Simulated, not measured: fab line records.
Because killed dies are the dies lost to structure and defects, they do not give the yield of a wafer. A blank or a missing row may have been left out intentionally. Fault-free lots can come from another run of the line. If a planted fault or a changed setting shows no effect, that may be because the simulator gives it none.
Matching of chambers	flow n5Finfet	pecvd-02 running N5_BEOL_M0_SAQP_ILD_DEP_01: 3 sister chambers
The step deposits SiOC from DEMS/O2, target thk 45.419 nm, time 8.7 s. 16 wafers are shown with their chamber, then 8 later ones without.

WAFERS, EACH WITH ITS CHAMBER
wafer	chamber	throttleValvePct (%)	showerheadPlenumPTorr (Torr)	heaterPowerW (W)
L078.3	2	11.3	5.685	470
L078.4	1	12.7	5.678	487
L078.5	0	12.5	5.715	451
L079.1	2	11.5	5.705	429
L079.4	1	13.1	5.694	448
L079.5	0	12.7	5.717	444
L081.2	2	11.3	5.680	434
L081.3	0	12.5	5.717	438
L081.6	2	11.0	5.684	433
L082.1	2	11.2	5.696	491
L082.4	2	11.3	5.706	489
L082.5	1	13.1	5.684	396
L083.1	0	12.3	5.724	525
L083.3	0	12.6	5.719	510
L083.4	2	11.0	5.695	515
L088.2	1	13.2	5.684	461

SIGNATURES, as means of the wafers listed above
reading	chamber 0	chamber 1	chamber 2	scatter within a chamber
throttleValvePct	12.520	13.025	11.229	0.182
showerheadPlenumPTorr	5.71840	5.68500	5.69300	0.00794
heaterPowerW	473.60	448.00	465.86	37.3
Rule: a wafer's distance from a chamber is the root of the sum, over the readings, of the square of ((its reading less the chamber's mean) divided by the reading's scatter). If the next closest chamber is less than 2 further off than the closest, the wafer can't be placed; otherwise it belongs to the closest. The scatter: the root of (the sum of the squares of (reading less its chamber's mean) over the shown wafers, divided by (wafers less chambers)).

WAFERS WITHOUT THEIR CHAMBER
wafer	throttleValvePct (%)	showerheadPlenumPTorr (Torr)	heaterPowerW (W)
L088.3	12.5	5.719	488
L088.4	13.2	5.692	469
L093.1	12.4	5.710	481
L093.4	12.5	5.715	490
L093.5	11.5	5.692	470
L096.3	13.0	5.700	459
L096.4	11.6	5.668	538
L096.5	13.0	5.695	465

WHICH CHAMBER EACH WENT THROUGH
wafer	from the rows above	in truth
L088.3	0	0
L088.4	1	1
L093.1	0	0
L093.4	0	0
L093.5	2	2
L096.3	can't be placed: 1 or 0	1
L096.4	2	2
L096.5	1	1
7 of 8 placed correctly. Can't be placed from these rows: 1 (the true chamber is among the candidates in 1). Placed wrongly: 0.
